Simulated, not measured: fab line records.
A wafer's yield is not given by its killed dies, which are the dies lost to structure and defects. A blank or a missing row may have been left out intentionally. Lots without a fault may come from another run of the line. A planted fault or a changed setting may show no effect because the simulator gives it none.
Commonality check across tools :: flow n5 finfet :: Sample size 9 lots and 27 wafers

== WHY THIS WAS OPENED ==
Of 9 lots, 2 have the reading M1_THK flagged at N5_BEOL_M1_THK_MEAS_53. No-fault wafers: 40.1 nm, standard deviation 2.1.
Rule: a lot is flagged in two cases, either no wafer of it has a number, or all its wafers with numbers fall more than 4 standard deviations from that mean. All remaining lots are regarded as sound.

lot: L941
measured: day 6 23:32
on: film metro-02
M1_THK (nm), wafer by wafer: 39.4 39.4 41.0
flag: 

lot: L942
measured: day 7 09:37
on: film metro-02
M1_THK (nm), wafer by wafer: 39.5 40.9 42.3
flag: 

lot: L949
measured: day 8 22:56
on: film metro-01
M1_THK (nm), wafer by wafer: 38.1 38.4 42.8
flag: 

lot: L950
measured: day 9 16:49
on: film metro-01
M1_THK (nm), wafer by wafer: 38.8 41.1 38.2
flag: 

lot: L954
measured: day 10 12:16
on: film metro-02
M1_THK (nm), wafer by wafer: 40.5 40.8 43.1
flag: 

lot: L957
measured: day 11 02:37
on: film metro-02
M1_THK (nm), wafer by wafer: 297.6 304.1 295.7
flag: FLAGGED

lot: L958
measured: day 11 10:11
on: film metro-02
M1_THK (nm), wafer by wafer: 298.4 300.5 302.2
flag: FLAGGED

lot: L960
measured: day 11 17:55
on: film metro-01
M1_THK (nm), wafer by wafer: 36.6 40.2 36.0
flag: 

lot: L962
measured: day 12 08:55
on: film metro-02
M1_THK (nm), wafer by wafer: 41.0 44.6 42.1
flag: 
Flagged lots average 299.8 nm: +259.6 nm relative to the usual, that is +99 or more standard deviations.

== WHICH TOOL RAN EACH LOT ==
Before the reading, the record contains 4 process steps out of a 1938-step route. Each cell gives the tool, then ch followed by the chambers the sampled wafers passed through, then the start.
lot: L941
flag: 
N5_BEOL_M1_ANNEAL_82: pvd sputter-03, day 6 21:20
N5_BEOL_M1_ANNEAL_93: pvd sputter-03, day 6 22:13
N5_BEOL_M1_SPUTTER_94: pvd sputter-03, day 6 22:21
N5_BEOL_M1_CMP_52: cmp-04 ch 0,1, day 6 23:16

lot: L942
flag: 
N5_BEOL_M1_ANNEAL_82: pvd sputter-02, day 7 07:35
N5_BEOL_M1_ANNEAL_93: pvd sputter-02, day 7 08:28
N5_BEOL_M1_SPUTTER_94: pvd sputter-02, day 7 08:37
N5_BEOL_M1_CMP_52: cmp-04 ch 0,3, day 7 09:20

lot: L949
flag: 
N5_BEOL_M1_ANNEAL_82: pvd sputter-03, day 8 20:53
N5_BEOL_M1_ANNEAL_93: pvd sputter-03, day 8 21:46
N5_BEOL_M1_SPUTTER_94: pvd sputter-03, day 8 21:55
N5_BEOL_M1_CMP_52: cmp-04 ch 0,2,3, day 8 22:38

lot: L950
flag: 
N5_BEOL_M1_ANNEAL_82: pvd sputter-02, day 9 14:47
N5_BEOL_M1_ANNEAL_93: pvd sputter-02, day 9 15:40
N5_BEOL_M1_SPUTTER_94: pvd sputter-02, day 9 15:49
N5_BEOL_M1_CMP_52: cmp-04 ch 0,2,3, day 9 16:36

lot: L954
flag: 
N5_BEOL_M1_ANNEAL_82: pvd sputter-02, day 10 10:14
N5_BEOL_M1_ANNEAL_93: pvd sputter-02, day 10 11:07
N5_BEOL_M1_SPUTTER_94: pvd sputter-02, day 10 11:15
N5_BEOL_M1_CMP_52: cmp-02 ch 0,1, day 10 11:58

lot: L957
flag: FLAGGED
N5_BEOL_M1_ANNEAL_82: pvd sputter-01, day 11 00:35
N5_BEOL_M1_ANNEAL_93: pvd sputter-01, day 11 01:28
N5_BEOL_M1_SPUTTER_94: pvd sputter-01, day 11 01:36
N5_BEOL_M1_CMP_52: cmp-03 ch 0,1, day 11 02:21

lot: L958
flag: FLAGGED
N5_BEOL_M1_ANNEAL_82: pvd sputter-01, day 11 08:10
N5_BEOL_M1_ANNEAL_93: pvd sputter-01, day 11 09:02
N5_BEOL_M1_SPUTTER_94: pvd sputter-01, day 11 09:11
N5_BEOL_M1_CMP_52: cmp-04 ch 1,2,3, day 11 09:54

lot: L960
flag: 
N5_BEOL_M1_ANNEAL_82: pvd sputter-01, day 11 15:53
N5_BEOL_M1_ANNEAL_93: pvd sputter-01, day 11 16:46
N5_BEOL_M1_SPUTTER_94: pvd sputter-01, day 11 16:55
N5_BEOL_M1_CMP_52: cmp-03 ch 0,1, day 11 17:37

lot: L962
flag: 
N5_BEOL_M1_ANNEAL_82: pvd sputter-02, day 12 06:53
N5_BEOL_M1_ANNEAL_93: pvd sputter-02, day 12 07:46
N5_BEOL_M1_SPUTTER_94: pvd sputter-02, day 12 07:55
N5_BEOL_M1_CMP_52: cmp-02 ch 2,3, day 12 08:38
What these steps do:
- N5_BEOL_M1_ANNEAL_82: time 240 s.
- N5_BEOL_M1_ANNEAL_93: time 240 s.
- N5_BEOL_M1_SPUTTER_94: material Cu, target thk 4.5 nm, time 8.29 s.
- N5_BEOL_M1_CMP_52: polishes, stops on SiOC, t overpolish 6.8 s, target thk 40 nm.
- N5_BEOL_M1_THK_MEAS_53: measures by xrf.

== FLAGGED OVER TOTAL, TOOL BY TOOL (the gauges that took the reading come last) ==
step: N5_BEOL_M1_ANNEAL_82
tool: pvd sputter-01
lots run: 3
flagged: 2
share of the flagged lots: all
sound lots run after its first flagged lot: 1 (L960)

step: N5_BEOL_M1_ANNEAL_82
tool: pvd sputter-02
lots run: 4
flagged: 0
share of the flagged lots: none
sound lots run after its first flagged lot: -

step: N5_BEOL_M1_ANNEAL_82
tool: pvd sputter-03
lots run: 2
flagged: 0
share of the flagged lots: none
sound lots run after its first flagged lot: -

step: N5_BEOL_M1_ANNEAL_93
tool: pvd sputter-01
lots run: 3
flagged: 2
share of the flagged lots: all
sound lots run after its first flagged lot: 1 (L960)

step: N5_BEOL_M1_ANNEAL_93
tool: pvd sputter-02
lots run: 4
flagged: 0
share of the flagged lots: none
sound lots run after its first flagged lot: -

step: N5_BEOL_M1_ANNEAL_93
tool: pvd sputter-03
lots run: 2
flagged: 0
share of the flagged lots: none
sound lots run after its first flagged lot: -

step: N5_BEOL_M1_SPUTTER_94
tool: pvd sputter-01
lots run: 3
flagged: 2
share of the flagged lots: all
sound lots run after its first flagged lot: 1 (L960)

step: N5_BEOL_M1_SPUTTER_94
tool: pvd sputter-02
lots run: 4
flagged: 0
share of the flagged lots: none
sound lots run after its first flagged lot: -

step: N5_BEOL_M1_SPUTTER_94
tool: pvd sputter-03
lots run: 2
flagged: 0
share of the flagged lots: none
sound lots run after its first flagged lot: -

step: N5_BEOL_M1_CMP_52
tool: cmp-02
lots run: 2
flagged: 0
share of the flagged lots: none
sound lots run after its first flagged lot: -

step: N5_BEOL_M1_CMP_52
tool: cmp-03
lots run: 2
flagged: 1
share of the flagged lots: some
sound lots run after its first flagged lot: 1 (L960)

step: N5_BEOL_M1_CMP_52
tool: cmp-04
lots run: 5
flagged: 1
share of the flagged lots: some
sound lots run after its first flagged lot: 0

step: N5_BEOL_M1_THK_MEAS_53
tool: film metro-01
lots run: 3
flagged: 0
share of the flagged lots: none
sound lots run after its first flagged lot: -

step: N5_BEOL_M1_THK_MEAS_53
tool: film metro-02
lots run: 6
flagged: 2
share of the flagged lots: all
sound lots run after its first flagged lot: 1 (L962)

== WHAT THE TABLE PERMITS ==
4 rows of the table ran every flagged lot: pvd sputter-01 at N5_BEOL_M1_ANNEAL_82, pvd sputter-01 at N5_BEOL_M1_ANNEAL_93, pvd sputter-01 at N5_BEOL_M1_SPUTTER_94, film metro-02 at N5_BEOL_M1_THK_MEAS_53.
- pvd sputter-01 at N5_BEOL_M1_ANNEAL_82 ran 3 lots, 2 of them flagged. After the first flagged lot (L960), sound lots still ran on it; a lasting fault on the whole tool would not permit that.
- pvd sputter-01 at N5_BEOL_M1_ANNEAL_93 ran 3 lots, 2 of them flagged. After the first flagged lot (L960), sound lots still ran on it; a lasting fault on the whole tool would not permit that.
- pvd sputter-01 at N5_BEOL_M1_SPUTTER_94 ran 3 lots, 2 of them flagged. After the first flagged lot (L960), sound lots still ran on it; a lasting fault on the whole tool would not permit that.
- film metro-02 at N5_BEOL_M1_THK_MEAS_53 ran 6 lots, 2 of them flagged. After the first flagged lot (L962), sound lots still ran on it; a lasting fault on the whole tool would not permit that.
No row of the table ran every flagged lot and no sound lot after the first.

== WHAT THE SIMULATOR HAD PUT IN ==
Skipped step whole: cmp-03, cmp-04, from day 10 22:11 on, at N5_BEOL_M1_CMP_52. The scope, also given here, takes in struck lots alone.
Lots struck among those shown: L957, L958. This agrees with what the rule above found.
